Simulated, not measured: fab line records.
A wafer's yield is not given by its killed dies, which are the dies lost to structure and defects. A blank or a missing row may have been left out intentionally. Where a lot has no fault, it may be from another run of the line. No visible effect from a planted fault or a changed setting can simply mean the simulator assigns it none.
fab line records / flow n5-finfet / part 2 of 2: steps 15 to 21 of 21
record lots=5 wafers=15 last-day=18
route steps=1938 shown GATE_CUT@486
lots untouched by any fault: they come from a run of this same line in which no faults occurred
start-h: hours from the record's first day to the start of the lot's first wafer shown / wait-h: hours from the lot's prior step to this one / " repeats the value in the row above / L1.1+2: a row that stands for several wafers / - no value present, or no start provided / * or withheld: withheld / < > ~ a bound
route shown NAME@n: names a module that has steps shown in the file, with the first one's number in the route / usual: the fault-free wafers' mean and standard deviation / same: alike in all rows / chamber/n: place in a boat / sites: the reading at each site / _std_site: how widely they spread, as a standard deviation / _edge_site: mean of outer sites minus mean of inner sites / radius-mm: how far each site lies from the wafer's centre / mask NAME#n: copy n / behind: tool/chamber where the wafer was last shaped / hold: why the lot was held/for how many hours/how that ended / device: which transistor (n, p or np) failed to switch / end of line: the tests these same wafers got at the end of their route / step lacking rows: just its recipe / killed: not the wafer's yield, but the dies lost to structure and defects at the first sort / map: dies across one wafer; x = killed, . = not, _ = none there
set.NAME: the setting as run; set.NAME@STEP: as run at that earlier step / model.NAME: the simulator's own value behind a step, which no gauge read
certain route steps with their lots: each step a table, each wafer a row
services: a tool's chamber out of use, with start hour (start-h, from the record's first day; less than 0 if before it), hours out, and reason
## steps
# step N5_GATE_CUT_CUT_ETCH_53
# recipe chemistry=SF6/Cl2 target=W mask-material=SiO2 target-depth-a=792 pressure-mtorr=8 icp-w=900 bias-w=80 SF6_flow_sccm=40 Cl2_flow_sccm=60 ends=cleared
# usual SF6_flow_sccm=40.01/0.11 drypump-motor-current-A=5.77/0.28 etch-rf-on-time-s=25.9/0.47 he-backside-leak-sccm=3.32/0.16 oes-product-au=0.71/0.095 throttle-valve-pct=28.95/0.28
lot.wafer=L078.2 tool=rie-metal-01 chamber=0 start-h=110.07 wait-h=0.1 SF6_flow_sccm=39.80 drypump-motor-current-A=5.91 etch-rf-on-time-s=26.5 he-backside-leak-sccm=3.11 oes-product-au=0.66 rf-hours-counter-h=- throttle-valve-pct=28.78
lot.wafer=L078.3 tool=rie-metal-01 chamber=0 start-h=110.07 wait-h=0.1 SF6_flow_sccm=40.00 drypump-motor-current-A=5.91 etch-rf-on-time-s=26.5 he-backside-leak-sccm=3.40 oes-product-au=0.66 rf-hours-counter-h=- throttle-valve-pct=28.77
lot.wafer=L078.4 tool=rie-metal-01 chamber=0 start-h=110.07 wait-h=0.1 SF6_flow_sccm=40.19 drypump-motor-current-A=5.90 etch-rf-on-time-s=26.4 he-backside-leak-sccm=3.39 oes-product-au=0.66 rf-hours-counter-h=- throttle-valve-pct=28.78
lot.wafer=L082.1 tool=rie-metal-02 chamber=1 start-h=134.03 wait-h=0.1 SF6_flow_sccm=39.99 drypump-motor-current-A=5.36 etch-rf-on-time-s=26.2 he-backside-leak-sccm=3.14 oes-product-au=0.54 rf-hours-counter-h=130 throttle-valve-pct=29.33
lot.wafer=L082.3 tool=rie-metal-02 chamber=1 start-h=134.03 wait-h=0.1 SF6_flow_sccm=39.93 drypump-motor-current-A=5.34 etch-rf-on-time-s=26.3 he-backside-leak-sccm=3.25 oes-product-au=0.55 rf-hours-counter-h=- throttle-valve-pct=29.34
lot.wafer=L082.6 tool=rie-metal-02 chamber=0 start-h=134.03 wait-h=0.1 SF6_flow_sccm=40.08 drypump-motor-current-A=5.67 etch-rf-on-time-s=25.7 he-backside-leak-sccm=3.35 oes-product-au=0.67 rf-hours-counter-h=- throttle-valve-pct=28.30
lot.wafer=L086.1 tool=rie-metal-01 chamber=1 start-h=159.18 wait-h=0.1 SF6_flow_sccm=39.95 drypump-motor-current-A=6.12 etch-rf-on-time-s=27.0 he-backside-leak-sccm=3.47 oes-product-au=0.55 rf-hours-counter-h=111 throttle-valve-pct=28.76
lot.wafer=L086.3 tool=rie-metal-01 chamber=1 start-h=159.18 wait-h=0.1 SF6_flow_sccm=40.05 drypump-motor-current-A=6.13 etch-rf-on-time-s=27.0 he-backside-leak-sccm=3.38 oes-product-au=0.55 rf-hours-counter-h=- throttle-valve-pct=28.76
lot.wafer=L086.5 tool=rie-metal-01 chamber=1 start-h=159.18 wait-h=0.1 SF6_flow_sccm=40.07 drypump-motor-current-A=6.11 etch-rf-on-time-s=26.9 he-backside-leak-sccm=3.34 oes-product-au=0.54 rf-hours-counter-h=- throttle-valve-pct=28.77
lot.wafer=L092.1 tool=rie-metal-03 chamber=0 start-h=194.07 wait-h=0.1 SF6_flow_sccm=40.10 drypump-motor-current-A=6.02 etch-rf-on-time-s=26.0 he-backside-leak-sccm=3.34 oes-product-au=0.80 rf-hours-counter-h=16 throttle-valve-pct=28.99
lot.wafer=L092.3 tool=rie-metal-03 chamber=0 start-h=194.07 wait-h=0.1 SF6_flow_sccm=40.00 drypump-motor-current-A=6.03 etch-rf-on-time-s=26.0 he-backside-leak-sccm=3.36 oes-product-au=0.80 rf-hours-counter-h=- throttle-valve-pct=28.98
lot.wafer=L092.5 tool=rie-metal-03 chamber=0 start-h=194.07 wait-h=0.1 SF6_flow_sccm=39.99 drypump-motor-current-A=6.05 etch-rf-on-time-s=25.9 he-backside-leak-sccm=3.21 oes-product-au=0.81 rf-hours-counter-h=- throttle-valve-pct=28.97
lot.wafer=L094.3 tool=rie-metal-01 chamber=0 start-h=208.27 wait-h=0.1 SF6_flow_sccm=39.58 drypump-motor-current-A=5.88 etch-rf-on-time-s=26.2 he-backside-leak-sccm=3.12 oes-product-au=0.65 rf-hours-counter-h=- throttle-valve-pct=28.79
lot.wafer=L094.5 tool=rie-metal-01 chamber=1 start-h=208.27 wait-h=0.1 SF6_flow_sccm=39.99 drypump-motor-current-A=6.14 etch-rf-on-time-s=26.7 he-backside-leak-sccm=3.34 oes-product-au=0.54 rf-hours-counter-h=- throttle-valve-pct=28.79
lot.wafer=L094.6 tool=rie-metal-01 chamber=0 start-h=208.27 wait-h=0.1 SF6_flow_sccm=40.07 drypump-motor-current-A=5.89 etch-rf-on-time-s=26.2 he-backside-leak-sccm=3.02 oes-product-au=0.65 rf-hours-counter-h=- throttle-valve-pct=28.80
# step N5_GATE_CUT_CUT_ETCH_54
# recipe chemistry=Cl2/BCl3 target=TiN mask-material=SiO2 target-depth-a=967 pressure-mtorr=10 icp-w=1000 bias-w=126 Cl2_flow_sccm=53.25 bcl3-flow-sccm=21.75 Ar_flow_sccm=25 ends=cleared
# usual drypump-motor-current-A=5.78/0.29 etch-rf-on-time-s=36.2/0.64 he-backside-leak-sccm=3.4/0.33 mfc-ar-sccm=24.99/0.071 oes-product-au=0.71/0.095 throttle-valve-pct=22.29/0.23
lot.wafer=L078.2 tool=rie-metal-01 chamber=0 start-h=110.19 wait-h=0.1 drypump-motor-current-A=5.92 etch-rf-on-time-s=37.0 he-backside-leak-sccm=3.1 mfc-ar-sccm=24.95 oes-product-au=0.66 rf-hours-counter-h=- throttle-valve-pct=22.20
lot.wafer=L078.3 tool=rie-metal-01 chamber=0 start-h=110.19 wait-h=0.1 drypump-motor-current-A=5.90 etch-rf-on-time-s=36.5 he-backside-leak-sccm=3.2 mfc-ar-sccm=25.06 oes-product-au=0.66 rf-hours-counter-h=- throttle-valve-pct=22.20
lot.wafer=L078.4 tool=rie-metal-01 chamber=0 start-h=110.19 wait-h=0.1 drypump-motor-current-A=5.91 etch-rf-on-time-s=36.6 he-backside-leak-sccm=3.1 mfc-ar-sccm=25.04 oes-product-au=0.66 rf-hours-counter-h=- throttle-valve-pct=22.20
lot.wafer=L082.1 tool=rie-metal-02 chamber=1 start-h=134.09 wait-h=0.0 drypump-motor-current-A=5.32 etch-rf-on-time-s=36.8 he-backside-leak-sccm=3.2 mfc-ar-sccm=24.98 oes-product-au=0.54 rf-hours-counter-h=130 throttle-valve-pct=22.71
lot.wafer=L082.3 tool=rie-metal-02 chamber=1 start-h=134.09 wait-h=0.0 drypump-motor-current-A=5.34 etch-rf-on-time-s=36.6 he-backside-leak-sccm=3.2 mfc-ar-sccm=25.00 oes-product-au=0.55 rf-hours-counter-h=- throttle-valve-pct=22.68
lot.wafer=L082.6 tool=rie-metal-02 chamber=0 start-h=134.09 wait-h=0.0 drypump-motor-current-A=5.64 etch-rf-on-time-s=35.9 he-backside-leak-sccm=3.4 mfc-ar-sccm=24.93 oes-product-au=0.67 rf-hours-counter-h=- throttle-valve-pct=21.72
lot.wafer=L086.1 tool=rie-metal-01 chamber=1 start-h=159.24 wait-h=0.0 drypump-motor-current-A=6.13 etch-rf-on-time-s=37.4 he-backside-leak-sccm=3.5 mfc-ar-sccm=25.00 oes-product-au=0.55 rf-hours-counter-h=111 throttle-valve-pct=22.23
lot.wafer=L086.3 tool=rie-metal-01 chamber=1 start-h=159.24 wait-h=0.0 drypump-motor-current-A=6.16 etch-rf-on-time-s=37.7 he-backside-leak-sccm=3.7 mfc-ar-sccm=24.88 oes-product-au=0.55 rf-hours-counter-h=- throttle-valve-pct=22.21
lot.wafer=L086.5 tool=rie-metal-01 chamber=1 start-h=159.24 wait-h=0.0 drypump-motor-current-A=6.14 etch-rf-on-time-s=37.9 he-backside-leak-sccm=3.5 mfc-ar-sccm=24.90 oes-product-au=0.54 rf-hours-counter-h=- throttle-valve-pct=22.24
lot.wafer=L092.1 tool=rie-metal-03 chamber=0 start-h=194.13 wait-h=0.0 drypump-motor-current-A=6.00 etch-rf-on-time-s=36.2 he-backside-leak-sccm=3.3 mfc-ar-sccm=24.92 oes-product-au=0.80 rf-hours-counter-h=16 throttle-valve-pct=22.32
lot.wafer=L092.3 tool=rie-metal-03 chamber=0 start-h=194.13 wait-h=0.0 drypump-motor-current-A=6.00 etch-rf-on-time-s=36.1 he-backside-leak-sccm=3.3 mfc-ar-sccm=25.03 oes-product-au=0.80 rf-hours-counter-h=- throttle-valve-pct=22.33
lot.wafer=L092.5 tool=rie-metal-03 chamber=0 start-h=194.13 wait-h=0.0 drypump-motor-current-A=6.07 etch-rf-on-time-s=36.0 he-backside-leak-sccm=3.3 mfc-ar-sccm=25.01 oes-product-au=0.81 rf-hours-counter-h=- throttle-valve-pct=22.30
lot.wafer=L094.3 tool=rie-metal-01 chamber=0 start-h=208.33 wait-h=0.0 drypump-motor-current-A=5.92 etch-rf-on-time-s=36.3 he-backside-leak-sccm=3.3 mfc-ar-sccm=25.03 oes-product-au=0.64 rf-hours-counter-h=- throttle-valve-pct=22.19
lot.wafer=L094.5 tool=rie-metal-01 chamber=1 start-h=208.33 wait-h=0.0 drypump-motor-current-A=6.15 etch-rf-on-time-s=37.3 he-backside-leak-sccm=3.6 mfc-ar-sccm=24.97 oes-product-au=0.55 rf-hours-counter-h=- throttle-valve-pct=22.23
lot.wafer=L094.6 tool=rie-metal-01 chamber=0 start-h=208.33 wait-h=0.0 drypump-motor-current-A=5.89 etch-rf-on-time-s=36.3 he-backside-leak-sccm=3.1 mfc-ar-sccm=24.97 oes-product-au=0.64 rf-hours-counter-h=- throttle-valve-pct=22.22
# step N5_GATE_CUT_CUT_ETCH_55
# recipe chemistry=BCl3 target=HfO2 mask-material=SiO2 target-depth-a=32 ion-energy-ev=30 pressure-mtorr=5 icp-w=450 bias-w=18 bcl3-flow-sccm=80
# usual drypump-motor-current-A=5.77/0.29 he-backside-leak-sccm=3.30/0.14 oes-product-au=0.78/0.1 throttle-valve-pct=33.1/0.32
lot.wafer=L078.2 tool=rie-metal-01 chamber=0 start-h=110.30 wait-h=0.1 drypump-motor-current-A=5.92 he-backside-leak-sccm=3.21 oes-product-au=0.73 rf-hours-counter-h=- throttle-valve-pct=33.1
lot.wafer=L078.3 tool=rie-metal-01 chamber=0 start-h=110.30 wait-h=0.1 drypump-motor-current-A=5.93 he-backside-leak-sccm=3.13 oes-product-au=0.73 rf-hours-counter-h=- throttle-valve-pct=33.1
lot.wafer=L078.4 tool=rie-metal-01 chamber=0 start-h=110.30 wait-h=0.1 drypump-motor-current-A=5.91 he-backside-leak-sccm=3.26 oes-product-au=0.74 rf-hours-counter-h=- throttle-valve-pct=33.1
lot.wafer=L082.1 tool=rie-metal-02 chamber=1 start-h=134.15 wait-h=0.0 drypump-motor-current-A=5.32 he-backside-leak-sccm=3.34 oes-product-au=0.60 rf-hours-counter-h=130 throttle-valve-pct=33.5
lot.wafer=L082.3 tool=rie-metal-02 chamber=1 start-h=134.15 wait-h=0.0 drypump-motor-current-A=5.34 he-backside-leak-sccm=3.38 oes-product-au=0.60 rf-hours-counter-h=- throttle-valve-pct=33.5
lot.wafer=L082.6 tool=rie-metal-02 chamber=0 start-h=134.15 wait-h=0.0 drypump-motor-current-A=5.65 he-backside-leak-sccm=2.80 oes-product-au=0.74 rf-hours-counter-h=- throttle-valve-pct=32.3
lot.wafer=L086.1 tool=rie-metal-01 chamber=1 start-h=159.30 wait-h=0.0 drypump-motor-current-A=6.15 he-backside-leak-sccm=3.34 oes-product-au=0.61 rf-hours-counter-h=111 throttle-valve-pct=32.9
lot.wafer=L086.3 tool=rie-metal-01 chamber=1 start-h=159.30 wait-h=0.0 drypump-motor-current-A=6.16 he-backside-leak-sccm=3.40 oes-product-au=0.61 rf-hours-counter-h=- throttle-valve-pct=32.9
lot.wafer=L086.5 tool=rie-metal-01 chamber=1 start-h=159.30 wait-h=0.0 drypump-motor-current-A=6.11 he-backside-leak-sccm=3.34 oes-product-au=0.61 rf-hours-counter-h=- throttle-valve-pct=32.9
lot.wafer=L092.1 tool=rie-metal-03 chamber=0 start-h=194.19 wait-h=0.0 drypump-motor-current-A=6.10 he-backside-leak-sccm=3.45 oes-product-au=0.88 rf-hours-counter-h=16 throttle-valve-pct=33.1
lot.wafer=L092.3 tool=rie-metal-03 chamber=0 start-h=194.19 wait-h=0.0 drypump-motor-current-A=6.04 he-backside-leak-sccm=3.48 oes-product-au=0.89 rf-hours-counter-h=- throttle-valve-pct=33.0
lot.wafer=L092.5 tool=rie-metal-03 chamber=0 start-h=194.19 wait-h=0.0 drypump-motor-current-A=6.07 he-backside-leak-sccm=3.29 oes-product-au=0.90 rf-hours-counter-h=- throttle-valve-pct=33.0
lot.wafer=L094.3 tool=rie-metal-01 chamber=0 start-h=208.38 wait-h=0.0 drypump-motor-current-A=5.91 he-backside-leak-sccm=3.52 oes-product-au=0.71 rf-hours-counter-h=- throttle-valve-pct=33.1
lot.wafer=L094.5 tool=rie-metal-01 chamber=1 start-h=208.38 wait-h=0.0 drypump-motor-current-A=6.19 he-backside-leak-sccm=3.32 oes-product-au=0.61 rf-hours-counter-h=- throttle-valve-pct=32.9
lot.wafer=L094.6 tool=rie-metal-01 chamber=0 start-h=208.38 wait-h=0.0 drypump-motor-current-A=5.92 he-backside-leak-sccm=3.33 oes-product-au=0.71 rf-hours-counter-h=- throttle-valve-pct=33.1
# step N5_GATE_CUT_ETCH_47
# recipe chemistry=Cl2/BCl3 target=SiO2 target-depth-a=100 pressure-mtorr=10 icp-w=1000 bias-w=126 Cl2_flow_sccm=53.25 bcl3-flow-sccm=21.75 Ar_flow_sccm=25
# usual drypump-motor-current-A=5.78/0.29 he-backside-leak-sccm=3.4/0.41 mfc-ar-sccm=25.00/0.071 oes-product-au=0.78/0.1 throttle-valve-pct=22.83/0.23
lot.wafer=L078.2 tool=rie-metal-01 chamber=0 start-h=110.36 wait-h=0.1 drypump-motor-current-A=5.89 he-backside-leak-sccm=3.0 mfc-ar-sccm=24.90 oes-product-au=0.73 rf-hours-counter-h=- throttle-valve-pct=22.72
lot.wafer=L078.3 tool=rie-metal-01 chamber=0 start-h=110.36 wait-h=0.1 drypump-motor-current-A=5.91 he-backside-leak-sccm=3.2 mfc-ar-sccm=25.01 oes-product-au=0.73 rf-hours-counter-h=- throttle-valve-pct=22.75
lot.wafer=L078.4 tool=rie-metal-01 chamber=0 start-h=110.36 wait-h=0.1 drypump-motor-current-A=5.91 he-backside-leak-sccm=3.1 mfc-ar-sccm=24.97 oes-product-au=0.73 rf-hours-counter-h=- throttle-valve-pct=22.73
lot.wafer=L082.1 tool=rie-metal-02 chamber=1 start-h=134.18 wait-h=0.0 drypump-motor-current-A=5.32 he-backside-leak-sccm=3.2 mfc-ar-sccm=25.07 oes-product-au=0.60 rf-hours-counter-h=130 throttle-valve-pct=23.22
lot.wafer=L082.3 tool=rie-metal-02 chamber=1 start-h=134.18 wait-h=0.0 drypump-motor-current-A=5.33 he-backside-leak-sccm=3.2 mfc-ar-sccm=25.03 oes-product-au=0.60 rf-hours-counter-h=- throttle-valve-pct=23.24
lot.wafer=L082.6 tool=rie-metal-02 chamber=0 start-h=134.18 wait-h=0.0 drypump-motor-current-A=5.67 he-backside-leak-sccm=3.3 mfc-ar-sccm=25.10 oes-product-au=0.73 rf-hours-counter-h=- throttle-valve-pct=22.26
lot.wafer=L086.1 tool=rie-metal-01 chamber=1 start-h=159.33 wait-h=0.0 drypump-motor-current-A=6.13 he-backside-leak-sccm=3.5 mfc-ar-sccm=24.96 oes-product-au=0.62 rf-hours-counter-h=111 throttle-valve-pct=22.76
lot.wafer=L086.3 tool=rie-metal-01 chamber=1 start-h=159.33 wait-h=0.0 drypump-motor-current-A=6.13 he-backside-leak-sccm=4.3 mfc-ar-sccm=24.90 oes-product-au=0.62 rf-hours-counter-h=- throttle-valve-pct=22.74
lot.wafer=L086.5 tool=rie-metal-01 chamber=1 start-h=159.33 wait-h=0.0 drypump-motor-current-A=6.14 he-backside-leak-sccm=3.5 mfc-ar-sccm=25.04 oes-product-au=0.61 rf-hours-counter-h=- throttle-valve-pct=22.76
lot.wafer=L092.1 tool=rie-metal-03 chamber=0 start-h=194.22 wait-h=0.0 drypump-motor-current-A=6.11 he-backside-leak-sccm=3.3 mfc-ar-sccm=25.11 oes-product-au=0.88 rf-hours-counter-h=16 throttle-valve-pct=22.85
lot.wafer=L092.3 tool=rie-metal-03 chamber=0 start-h=194.22 wait-h=0.0 drypump-motor-current-A=6.03 he-backside-leak-sccm=3.4 mfc-ar-sccm=25.01 oes-product-au=0.88 rf-hours-counter-h=- throttle-valve-pct=22.85
lot.wafer=L092.5 tool=rie-metal-03 chamber=0 start-h=194.22 wait-h=0.0 drypump-motor-current-A=6.07 he-backside-leak-sccm=3.5 mfc-ar-sccm=25.04 oes-product-au=0.88 rf-hours-counter-h=- throttle-valve-pct=22.85
lot.wafer=L094.3 tool=rie-metal-01 chamber=0 start-h=208.41 wait-h=0.0 drypump-motor-current-A=5.92 he-backside-leak-sccm=6.2 mfc-ar-sccm=25.05 oes-product-au=0.71 rf-hours-counter-h=- throttle-valve-pct=22.75
lot.wafer=L094.5 tool=rie-metal-01 chamber=1 start-h=208.41 wait-h=0.0 drypump-motor-current-A=6.15 he-backside-leak-sccm=3.3 mfc-ar-sccm=25.03 oes-product-au=0.61 rf-hours-counter-h=- throttle-valve-pct=22.76
lot.wafer=L094.6 tool=rie-metal-01 chamber=0 start-h=208.41 wait-h=0.0 drypump-motor-current-A=5.94 he-backside-leak-sccm=3.1 mfc-ar-sccm=24.93 oes-product-au=0.71 rf-hours-counter-h=- throttle-valve-pct=22.74
# step N5_GATE_CUT_VAPOR_ETCH_48
# recipe chemistry=BCl3/Cl2 target=TiN mode=isotropic
# usual drypump-motor-current-A=5.78/0.29 he-backside-leak-sccm=3.32/0.18 oes-product-au=0.78/0.1
lot.wafer=L078.2 tool=rie-metal-01 chamber=0 start-h=110.42 wait-h=0.1 drypump-motor-current-A=5.92 he-backside-leak-sccm=3.20 oes-product-au=0.73
lot.wafer=L078.3 tool=rie-metal-01 chamber=0 start-h=110.42 wait-h=0.1 drypump-motor-current-A=5.94 he-backside-leak-sccm=3.03 oes-product-au=0.73
lot.wafer=L078.4 tool=rie-metal-01 chamber=0 start-h=110.42 wait-h=0.1 drypump-motor-current-A=5.93 he-backside-leak-sccm=3.09 oes-product-au=0.74
lot.wafer=L082.1 tool=rie-metal-02 chamber=1 start-h=134.21 wait-h=0.0 drypump-motor-current-A=5.35 he-backside-leak-sccm=3.10 oes-product-au=0.60
lot.wafer=L082.3 tool=rie-metal-02 chamber=1 start-h=134.21 wait-h=0.0 drypump-motor-current-A=5.37 he-backside-leak-sccm=3.07 oes-product-au=0.60
lot.wafer=L082.6 tool=rie-metal-02 chamber=0 start-h=134.21 wait-h=0.0 drypump-motor-current-A=5.64 he-backside-leak-sccm=3.01 oes-product-au=0.73
lot.wafer=L086.1 tool=rie-metal-01 chamber=1 start-h=159.36 wait-h=0.0 drypump-motor-current-A=6.15 he-backside-leak-sccm=3.27 oes-product-au=0.60
lot.wafer=L086.3 tool=rie-metal-01 chamber=1 start-h=159.36 wait-h=0.0 drypump-motor-current-A=6.13 he-backside-leak-sccm=3.38 oes-product-au=0.60
lot.wafer=L086.5 tool=rie-metal-01 chamber=1 start-h=159.36 wait-h=0.0 drypump-motor-current-A=6.15 he-backside-leak-sccm=3.41 oes-product-au=0.61
lot.wafer=L092.1 tool=rie-metal-03 chamber=0 start-h=194.25 wait-h=0.0 drypump-motor-current-A=5.99 he-backside-leak-sccm=3.45 oes-product-au=0.87
lot.wafer=L092.3 tool=rie-metal-03 chamber=0 start-h=194.25 wait-h=0.0 drypump-motor-current-A=6.01 he-backside-leak-sccm=3.38 oes-product-au=0.88
lot.wafer=L092.5 tool=rie-metal-03 chamber=0 start-h=194.25 wait-h=0.0 drypump-motor-current-A=5.98 he-backside-leak-sccm=3.40 oes-product-au=0.88
lot.wafer=L094.3 tool=rie-metal-01 chamber=0 start-h=208.44 wait-h=0.0 drypump-motor-current-A=5.91 he-backside-leak-sccm=3.08 oes-product-au=0.71
lot.wafer=L094.5 tool=rie-metal-01 chamber=1 start-h=208.44 wait-h=0.0 drypump-motor-current-A=6.12 he-backside-leak-sccm=3.30 oes-product-au=0.61
lot.wafer=L094.6 tool=rie-metal-01 chamber=0 start-h=208.44 wait-h=0.0 drypump-motor-current-A=5.91 he-backside-leak-sccm=3.13 oes-product-au=0.71
# step N5_GATE_CUT_VAPOR_ETCH_49
# recipe chemistry=BCl3/Cl2 target=TiAlC mode=isotropic
# usual drypump-motor-current-A=5.78/0.28 he-backside-leak-sccm=3.33/0.22 oes-product-au=0.78/0.1
lot.wafer=L078.2 tool=rie-metal-01 chamber=0 start-h=110.48 wait-h=0.1 drypump-motor-current-A=5.92 he-backside-leak-sccm=3.49 oes-product-au=0.73
lot.wafer=L078.3 tool=rie-metal-01 chamber=0 start-h=110.48 wait-h=0.1 drypump-motor-current-A=5.91 he-backside-leak-sccm=3.26 oes-product-au=0.73
lot.wafer=L078.4 tool=rie-metal-01 chamber=0 start-h=110.48 wait-h=0.1 drypump-motor-current-A=5.90 he-backside-leak-sccm=3.32 oes-product-au=0.72
lot.wafer=L082.1 tool=rie-metal-02 chamber=1 start-h=134.24 wait-h=0.0 drypump-motor-current-A=5.34 he-backside-leak-sccm=3.24 oes-product-au=0.60
lot.wafer=L082.3 tool=rie-metal-02 chamber=1 start-h=134.24 wait-h=0.0 drypump-motor-current-A=5.39 he-backside-leak-sccm=3.40 oes-product-au=0.60
lot.wafer=L082.6 tool=rie-metal-02 chamber=0 start-h=134.24 wait-h=0.0 drypump-motor-current-A=5.67 he-backside-leak-sccm=3.25 oes-product-au=0.73
lot.wafer=L086.1 tool=rie-metal-01 chamber=1 start-h=159.39 wait-h=0.0 drypump-motor-current-A=6.16 he-backside-leak-sccm=3.42 oes-product-au=0.61
lot.wafer=L086.3 tool=rie-metal-01 chamber=1 start-h=159.39 wait-h=0.0 drypump-motor-current-A=6.15 he-backside-leak-sccm=3.38 oes-product-au=0.62
lot.wafer=L086.5 tool=rie-metal-01 chamber=1 start-h=159.39 wait-h=0.0 drypump-motor-current-A=6.16 he-backside-leak-sccm=3.38 oes-product-au=0.61
lot.wafer=L092.1 tool=rie-metal-03 chamber=0 start-h=194.28 wait-h=0.0 drypump-motor-current-A=6.00 he-backside-leak-sccm=3.48 oes-product-au=0.89
lot.wafer=L092.3 tool=rie-metal-03 chamber=0 start-h=194.28 wait-h=0.0 drypump-motor-current-A=6.01 he-backside-leak-sccm=3.37 oes-product-au=0.88
lot.wafer=L092.5 tool=rie-metal-03 chamber=0 start-h=194.28 wait-h=0.0 drypump-motor-current-A=6.02 he-backside-leak-sccm=3.39 oes-product-au=0.87
lot.wafer=L094.3 tool=rie-metal-01 chamber=0 start-h=208.47 wait-h=0.0 drypump-motor-current-A=5.92 he-backside-leak-sccm=3.25 oes-product-au=0.71
lot.wafer=L094.5 tool=rie-metal-01 chamber=1 start-h=208.47 wait-h=0.0 drypump-motor-current-A=6.11 he-backside-leak-sccm=3.44 oes-product-au=0.60
lot.wafer=L094.6 tool=rie-metal-01 chamber=0 start-h=208.47 wait-h=0.0 drypump-motor-current-A=5.93 he-backside-leak-sccm=3.02 oes-product-au=0.71
# step N5_GATE_CUT_VAPOR_ETCH_51
# recipe chemistry=BCl3/Cl2 target=HfO2 mode=isotropic
# usual drypump-motor-current-A=5.78/0.28 he-backside-leak-sccm=3.35/0.27 oes-product-au=0.78/0.1
lot.wafer=L078.2 tool=rie-metal-01 chamber=0 start-h=110.54 wait-h=0.1 drypump-motor-current-A=5.91 he-backside-leak-sccm=2.98 oes-product-au=0.73
lot.wafer=L078.3 tool=rie-metal-01 chamber=0 start-h=110.54 wait-h=0.1 drypump-motor-current-A=5.91 he-backside-leak-sccm=3.16 oes-product-au=0.73
lot.wafer=L078.4 tool=rie-metal-01 chamber=0 start-h=110.54 wait-h=0.1 drypump-motor-current-A=5.90 he-backside-leak-sccm=3.05 oes-product-au=0.73
lot.wafer=L082.1 tool=rie-metal-02 chamber=1 start-h=134.27 wait-h=0.0 drypump-motor-current-A=5.36 he-backside-leak-sccm=3.12 oes-product-au=0.60
lot.wafer=L082.3 tool=rie-metal-02 chamber=1 start-h=134.27 wait-h=0.0 drypump-motor-current-A=5.34 he-backside-leak-sccm=3.28 oes-product-au=0.59
lot.wafer=L082.6 tool=rie-metal-02 chamber=0 start-h=134.27 wait-h=0.0 drypump-motor-current-A=5.67 he-backside-leak-sccm=3.47 oes-product-au=0.73
lot.wafer=L086.1 tool=rie-metal-01 chamber=1 start-h=159.42 wait-h=0.0 drypump-motor-current-A=6.19 he-backside-leak-sccm=3.43 oes-product-au=0.62
lot.wafer=L086.3 tool=rie-metal-01 chamber=1 start-h=159.42 wait-h=0.0 drypump-motor-current-A=6.13 he-backside-leak-sccm=3.47 oes-product-au=0.61
lot.wafer=L086.5 tool=rie-metal-01 chamber=1 start-h=159.42 wait-h=0.0 drypump-motor-current-A=6.13 he-backside-leak-sccm=3.51 oes-product-au=0.61
lot.wafer=L092.1 tool=rie-metal-03 chamber=0 start-h=194.31 wait-h=0.0 drypump-motor-current-A=6.04 he-backside-leak-sccm=3.42 oes-product-au=0.88
lot.wafer=L092.3 tool=rie-metal-03 chamber=0 start-h=194.31 wait-h=0.0 drypump-motor-current-A=6.00 he-backside-leak-sccm=3.40 oes-product-au=0.88
lot.wafer=L092.5 tool=rie-metal-03 chamber=0 start-h=194.31 wait-h=0.0 drypump-motor-current-A=6.03 he-backside-leak-sccm=3.30 oes-product-au=0.88
lot.wafer=L094.3 tool=rie-metal-01 chamber=0 start-h=208.50 wait-h=0.0 drypump-motor-current-A=5.92 he-backside-leak-sccm=3.25 oes-product-au=0.71
lot.wafer=L094.5 tool=rie-metal-01 chamber=1 start-h=208.50 wait-h=0.0 drypump-motor-current-A=6.15 he-backside-leak-sccm=3.41 oes-product-au=0.60
lot.wafer=L094.6 tool=rie-metal-01 chamber=0 start-h=208.50 wait-h=0.0 drypump-motor-current-A=5.93 he-backside-leak-sccm=3.46 oes-product-au=0.71
## services
tool=rie-diel-02 chamber=1 start-h=98.92 hours=- kind=clean
tool=rie-diel-02 chamber=1 start-h=98.92 hours=- kind=consumable-replace:focus-ring
tool=rie-diel-02 chamber=1 start-h=98.92 hours=20.8 kind=scheduled-down
tool=rie-diel-02 chamber=1 start-h=98.92 hours=20.8 kind=vent-cycle
tool=rie-diel-01 chamber=1 start-h=107.39 hours=- kind=clean
tool=rie-diel-01 chamber=1 start-h=107.39 hours=- kind=consumable-replace:focus-ring
tool=rie-diel-01 chamber=1 start-h=107.39 hours=- kind=consumable-replace:showerhead
tool=rie-diel-01 chamber=1 start-h=107.39 hours=22.1 kind=scheduled-down
tool=rie-diel-01 chamber=1 start-h=107.39 hours=22.1 kind=vent-cycle
tool=rie-metal-01 chamber=1 start-h=107.57 hours=3.8 kind=repair
tool=rie-diel-02 chamber=0 start-h=119.80 hours=- kind=clean
tool=rie-diel-02 chamber=0 start-h=119.80 hours=- kind=consumable-replace:focus-ring
tool=rie-diel-02 chamber=0 start-h=119.80 hours=19.5 kind=scheduled-down
tool=rie-diel-02 chamber=0 start-h=119.80 hours=19.5 kind=vent-cycle
tool=rie-metal-02 chamber=1 start-h=137.14 hours=63.3 kind=repair
tool=rie-diel-02 chamber=2 start-h=145.12 hours=- kind=clean
tool=rie-diel-02 chamber=2 start-h=145.12 hours=- kind=consumable-replace:focus-ring
tool=rie-diel-02 chamber=2 start-h=145.12 hours=17.3 kind=scheduled-down
tool=rie-diel-02 chamber=2 start-h=145.12 hours=17.3 kind=vent-cycle
tool=rie-diel-02 chamber=- start-h=153.92 hours=15.6 kind=pm
tool=rie-diel-01 chamber=2 start-h=178.02 hours=2.6 kind=repair
tool=rie-metal-01 chamber=1 start-h=186.10 hours=5.5 kind=repair
tool=rie-diel-04 chamber=1 start-h=187.68 hours=4.9 kind=repair
tool=rie-diel-01 chamber=2 start-h=195.10 hours=8.9 kind=repair
